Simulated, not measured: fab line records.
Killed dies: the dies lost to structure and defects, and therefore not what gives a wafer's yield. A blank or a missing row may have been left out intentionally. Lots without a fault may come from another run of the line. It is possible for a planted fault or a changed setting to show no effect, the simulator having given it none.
Matching of chambers -- flow nand_harc -- NHARC_A_CONTACT_ETCH_90 on rie_diel-10: 4 sister chambers
The step etches the open film in CH3F/O2, target depth 40 nm, time 85.7 s. 4 wafers are shown with their chamber, then 12 later ones without.

WAFERS PAIRED WITH THEIR CHAMBERS
wafer,chamber,showerhead_plenum_p_Torr (Torr)
L090.3,3,2.34
L091.1,0,2.32
L091.2,2,2.28
L091.4,1,2.52

WAFERS WITH NO CHAMBER GIVEN
wafer,showerhead_plenum_p_Torr (Torr)
L089.1,2.52
L089.3,2.28
L089.5,2.33
L088.3,2.32
L088.4,2.28
L088.5,2.32
L094.1,2.52
L094.2,2.28
L094.3,2.32
L095.1,2.27
L095.4,2.31
L095.6,2.52

WHICH CHAMBER EACH WENT THROUGH
wafer,from the rows above,in truth
L089.1,1,1
L089.3,2,2
L089.5,can't be placed: 3 or 0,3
L088.3,0,0
L088.4,2,2
L088.5,0,0
L094.1,1,1
L094.2,2,2
L094.3,0,0
L095.1,2,2
L095.4,0,0
L095.6,1,1
Correct placement for 11 of the 12. Can't be placed from these rows: 1 (the true chamber is among the candidates in 1). Wrongly placed: 0.
How it was worked out, from the rows above alone: a wafer's distance from a chamber is the root of the sum, over the readings, of the square of ((its reading less the chamber's mean) divided by the reading's scatter). If the next closest chamber is less than 2 further off than the closest, the wafer can't be placed; otherwise it belongs to the closest. The mean given for a chamber averages the wafers shown for that chamber. The scatter: with one shown wafer a chamber, the root of the mean of the squares of how far each hidden wafer lies from its nearest shown one.
